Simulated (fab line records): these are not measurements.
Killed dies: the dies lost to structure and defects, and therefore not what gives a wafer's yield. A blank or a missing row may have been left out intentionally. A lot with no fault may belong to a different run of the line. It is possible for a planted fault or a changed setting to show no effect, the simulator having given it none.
Matching of chambers -- flow nand harc -- rie diel-03 running NHARC_A_STAIRCASE_TRIM_196: 4 sister chambers
The step chemistry O2, time 211.2 s. 8 wafers are shown with their chamber, then 7 later ones without.

== WAFERS PAIRED WITH THEIR CHAMBERS ==
wafer,chamber,showerhead plenum p Torr (Torr),drypump motor current A (A)
L075.6,0,3.29,5.3
L077.2,3,3.71,6.4
L080.3,3,3.71,6.4
L080.6,1,3.33,6.4
L081.2,1,3.33,6.4
L081.6,2,3.50,6.8
L084.1,0,3.28,5.3
L084.2,2,3.50,6.7

== WAFERS WITH NO CHAMBER GIVEN ==
wafer,showerhead plenum p Torr (Torr),drypump motor current A (A)
L084.3,3.33,6.4
L090.1,3.32,6.4
L090.3,3.49,6.8
L090.6,3.69,6.4
L097.2,3.31,6.4
L097.4,3.27,5.3
L097.5,3.27,5.3

== WHICH CHAMBER EACH ONE RAN IN ==
wafer,from the rows above,in truth
L084.3,1,1
L090.1,1,1
L090.3,2,2
L090.6,3,3
L097.2,1,1
L097.4,0,0
L097.5,0,0
Placed correctly: 7 of 7. From these rows, 0 cannot be placed. Wrongly placed: 0.
How it was worked out, from the rows above alone: a wafer's distance from a chamber is the root of the sum, over the readings, of the square of ((its reading less the chamber's mean) divided by the reading's scatter). If the next closest chamber is less than 2 further off than the closest, the wafer can't be placed; otherwise it belongs to the closest. The mean given for a chamber averages the wafers shown for that chamber. The scatter: take each reading less its chamber's mean, square it, sum over the shown wafers, divide by the number of wafers less the number of chambers, and take the root.
